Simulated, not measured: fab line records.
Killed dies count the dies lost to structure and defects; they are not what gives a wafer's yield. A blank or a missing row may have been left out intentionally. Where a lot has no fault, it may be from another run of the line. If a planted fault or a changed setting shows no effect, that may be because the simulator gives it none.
A sampling plan put to the test    flow nand harc    one fab line, 20 faults that these records tell of, each judged on the records of the lots that it struck; 1 more is left out, because the records don't allow judging it
The plan consists of the line's own looks: route steps at which the wafer is read by a gauge or an inspection but not changed. Where struck wafers have a number at a look and the file lists that look's usual mean and standard deviation on fault-free wafers, the look can be judged. Caught: 4 or more of those standard deviations (sigma) separate the usual mean from the mean of the struck wafers at a look after the fault's first step. On the tool: the same test on the tool's own readings at the fault's steps. Another recipe on the struck wafers, or a record that is blank for them alone, also counts as caught.

== THE FAULTS, as the simulator had put them in ==
1. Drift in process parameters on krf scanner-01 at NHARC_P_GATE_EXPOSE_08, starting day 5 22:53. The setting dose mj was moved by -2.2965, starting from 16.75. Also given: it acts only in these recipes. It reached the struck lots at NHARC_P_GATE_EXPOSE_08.
2. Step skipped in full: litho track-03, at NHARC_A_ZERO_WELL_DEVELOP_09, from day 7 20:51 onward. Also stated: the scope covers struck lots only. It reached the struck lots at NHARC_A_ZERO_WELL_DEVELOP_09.
3. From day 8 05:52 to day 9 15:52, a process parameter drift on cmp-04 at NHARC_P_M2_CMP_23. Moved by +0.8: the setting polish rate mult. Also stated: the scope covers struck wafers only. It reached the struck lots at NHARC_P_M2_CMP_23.
4. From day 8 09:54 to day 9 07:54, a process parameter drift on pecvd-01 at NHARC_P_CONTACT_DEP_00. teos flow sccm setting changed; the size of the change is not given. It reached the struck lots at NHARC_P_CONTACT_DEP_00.
5. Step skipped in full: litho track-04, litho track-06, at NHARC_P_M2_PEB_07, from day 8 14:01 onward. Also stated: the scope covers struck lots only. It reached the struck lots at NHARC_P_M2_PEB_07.
6. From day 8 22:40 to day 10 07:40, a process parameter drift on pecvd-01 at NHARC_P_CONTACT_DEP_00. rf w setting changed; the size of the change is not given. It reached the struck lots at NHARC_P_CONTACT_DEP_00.
7. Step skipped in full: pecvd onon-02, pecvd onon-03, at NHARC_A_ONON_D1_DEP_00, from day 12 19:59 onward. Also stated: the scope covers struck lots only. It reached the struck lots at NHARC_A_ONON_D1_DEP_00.
8. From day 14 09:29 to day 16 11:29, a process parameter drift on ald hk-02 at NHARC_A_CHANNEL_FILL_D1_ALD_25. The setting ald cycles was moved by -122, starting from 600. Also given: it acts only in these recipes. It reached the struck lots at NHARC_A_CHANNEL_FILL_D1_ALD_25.
9. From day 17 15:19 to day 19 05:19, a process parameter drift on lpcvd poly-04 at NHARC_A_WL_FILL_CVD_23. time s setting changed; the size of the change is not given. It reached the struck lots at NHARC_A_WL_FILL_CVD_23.
10. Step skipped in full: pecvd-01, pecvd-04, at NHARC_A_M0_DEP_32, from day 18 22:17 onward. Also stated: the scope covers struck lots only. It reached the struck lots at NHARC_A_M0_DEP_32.
11. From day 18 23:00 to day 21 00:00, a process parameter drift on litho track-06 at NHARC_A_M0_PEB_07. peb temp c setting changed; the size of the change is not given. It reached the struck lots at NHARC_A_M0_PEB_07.
12. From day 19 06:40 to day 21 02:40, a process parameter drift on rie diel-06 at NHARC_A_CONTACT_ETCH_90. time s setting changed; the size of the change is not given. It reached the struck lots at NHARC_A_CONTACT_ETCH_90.
13. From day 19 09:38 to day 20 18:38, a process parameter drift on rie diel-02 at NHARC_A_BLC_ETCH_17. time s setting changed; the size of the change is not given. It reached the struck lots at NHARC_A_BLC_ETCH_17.
14. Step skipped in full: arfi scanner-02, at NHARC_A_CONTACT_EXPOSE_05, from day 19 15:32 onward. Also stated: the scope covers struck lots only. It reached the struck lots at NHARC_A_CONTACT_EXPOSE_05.
15. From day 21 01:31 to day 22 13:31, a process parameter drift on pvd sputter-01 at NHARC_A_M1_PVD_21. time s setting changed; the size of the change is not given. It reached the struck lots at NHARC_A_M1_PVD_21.
16. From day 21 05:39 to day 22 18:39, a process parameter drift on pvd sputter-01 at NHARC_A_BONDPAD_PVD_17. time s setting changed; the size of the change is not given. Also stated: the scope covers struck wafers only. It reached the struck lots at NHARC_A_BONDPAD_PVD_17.
17. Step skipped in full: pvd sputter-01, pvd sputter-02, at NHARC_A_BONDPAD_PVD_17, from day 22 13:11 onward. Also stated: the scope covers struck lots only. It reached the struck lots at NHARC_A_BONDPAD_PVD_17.
18. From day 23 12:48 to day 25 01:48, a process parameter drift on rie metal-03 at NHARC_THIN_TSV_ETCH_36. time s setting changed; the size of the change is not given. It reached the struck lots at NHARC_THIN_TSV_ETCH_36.
19. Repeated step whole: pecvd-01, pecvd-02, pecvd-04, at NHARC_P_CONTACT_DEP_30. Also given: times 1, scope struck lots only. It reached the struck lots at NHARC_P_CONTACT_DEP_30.
20. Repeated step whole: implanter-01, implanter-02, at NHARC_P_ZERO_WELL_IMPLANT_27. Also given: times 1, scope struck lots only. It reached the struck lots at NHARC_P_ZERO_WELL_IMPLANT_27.

== WHAT THE PLAN SAW ==
fault  on the tool itself                                first look that catches it                       reading, sigma                                     median hours from its first step to that look  hours from the fault's start to the first struck lot there  judged looks passed uncaught
1      exposure dose mJ cm2 -99 or beyond sigma          no look after it can be judged                   -                                                  -                                              -                                                           0
2      the tool's record is blank for the struck wafers  no look after it can be judged                   -                                                  -                                              -                                                           0
3      time to endpoint s -5.3 sigma                     not the one look that can be judged after it     strongest: thk nm at NHARC_P_M2_THK_MEAS_24, -3.8  -                                              -                                                           1
4      mfc precursor sccm -99 or beyond sigma            no look after it can be judged                   -                                                  -                                              -                                                           0
5      the tool's record is blank for the struck wafers  no look after it can be judged                   -                                                  -                                              -                                                           0
6      rf fwd power W +99 or beyond sigma                none of the 2 looks that can be judged after it  -                                                  -                                              -                                                           2
7      the tool's record is blank for the struck wafers  no look after it can be judged                   -                                                  -                                              -                                                           0
8      under 2 sigma                                     none of the 2 looks that can be judged after it  -                                                  -                                              -                                                           2
9      run length s +99 or beyond sigma                  not the one look that can be judged after it     -                                                  -                                              -                                                           1
10     the tool's record is blank for the struck wafers  no look after it can be judged                   -                                                  -                                              -                                                           0
11     plate temp C -4.6 sigma                           not the one look that can be judged after it     -                                                  -                                              -                                                           1
12     run length s -69 sigma                            no look after it can be judged                   -                                                  -                                              -                                                           0
13     run length s -99 or beyond sigma                  no look after it can be judged                   -                                                  -                                              -                                                           0
14     no reading that can be judged                     no look after it can be judged                   -                                                  -                                              -                                                           0
15     under 2 sigma                                     not the one look that can be judged after it     -                                                  -                                              -                                                           1
16     under 2 sigma                                     not the one look that can be judged after it     -                                                  -                                              -                                                           1
17     the tool's record is blank for the struck wafers  no look after it can be judged                   -                                                  -                                              -                                                           0
18     run length s -14 sigma                            no look after it can be judged                   -                                                  -                                              -                                                           0
19     under 2 sigma                                     no look after it can be judged                   -                                                  -                                              -                                                           0
20     under 2 sigma                                     none of the 2 looks that can be judged after it  -                                                  -                                              -                                                           2
A dash: the fault isn't caught, or these records don't give the number.

Caught at a look: 0 of 20. Caught on the tool: 14 of 20. By one or the other: 14 of 20.
Caught on the tool alone: faults 1, 2, 3, 4, 5, 6, 7, 9, 10, 11, 12, 13, 17, 18.
Caught by neither: faults 8, 14, 15, 16, 19, 20.
